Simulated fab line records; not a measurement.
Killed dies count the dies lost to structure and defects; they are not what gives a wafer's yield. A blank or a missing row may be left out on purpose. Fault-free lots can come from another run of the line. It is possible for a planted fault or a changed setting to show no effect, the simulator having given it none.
Chamber matching + flow n5_finfet + N5_BEOL_M12_DEP_53 on pecvd-02 has 3 sister chambers
The step deposits SiCN from 3MS/NH3, target thk 30 nm, time 10.5 s. 3 wafers are shown with their chamber, then 10 later ones without.

WAFERS WITH THEIR CHAMBER
| wafer  | chamber | showerhead_plenum_p_Torr (Torr) |
|--------|---------|---------------------------------|
| L082.1 | 1       | 4.143                           |
| L086.3 | 2       | 4.177                           |
| L086.5 | 0       | 4.171                           |

WAFERS WITHOUT THEIR CHAMBER
| wafer  | showerhead_plenum_p_Torr (Torr) |
|--------|---------------------------------|
| L086.6 | 4.176                           |
| L089.1 | 4.172                           |
| L089.2 | 4.162                           |
| L089.5 | 4.165                           |
| L092.3 | 4.172                           |
| L092.5 | 4.172                           |
| L092.6 | 4.171                           |
| L096.1 | 4.130                           |
| L096.5 | 4.170                           |
| L096.6 | 4.137                           |

THE CHAMBER EACH PASSED THROUGH
| wafer  | from the rows above          | in truth |
|--------|------------------------------|----------|
| L086.6 | can't be placed: 2 or 0      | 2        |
| L089.1 | can't be placed: 0 or 2      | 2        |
| L089.2 | can't be placed: 0 or 2 or 1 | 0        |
| L089.5 | can't be placed: 0 or 2      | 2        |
| L092.3 | can't be placed: 0 or 2      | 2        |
| L092.5 | can't be placed: 0 or 2      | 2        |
| L092.6 | can't be placed: 0 or 2      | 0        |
| L096.1 | 1                            | 1        |
| L096.5 | can't be placed: 0 or 2      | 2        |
| L096.6 | 1                            | 1        |
Correctly placed: 2 of 10. Unplaceable from these rows: 8, with the true chamber sitting among the candidates in 8. Placed wrongly: 0.
How it was worked out, from the rows above alone: a wafer's distance from a chamber is the root of the sum, over the readings, of the square of ((its reading less the chamber's mean) divided by the reading's scatter). If the next closest chamber is less than 2 further off than the closest, the wafer can't be placed; otherwise it belongs to the closest. Each chamber's mean is taken over the wafers shown for it. The scatter: with one shown wafer a chamber, the root of the mean of the squares of how far each hidden wafer lies from its nearest shown one.
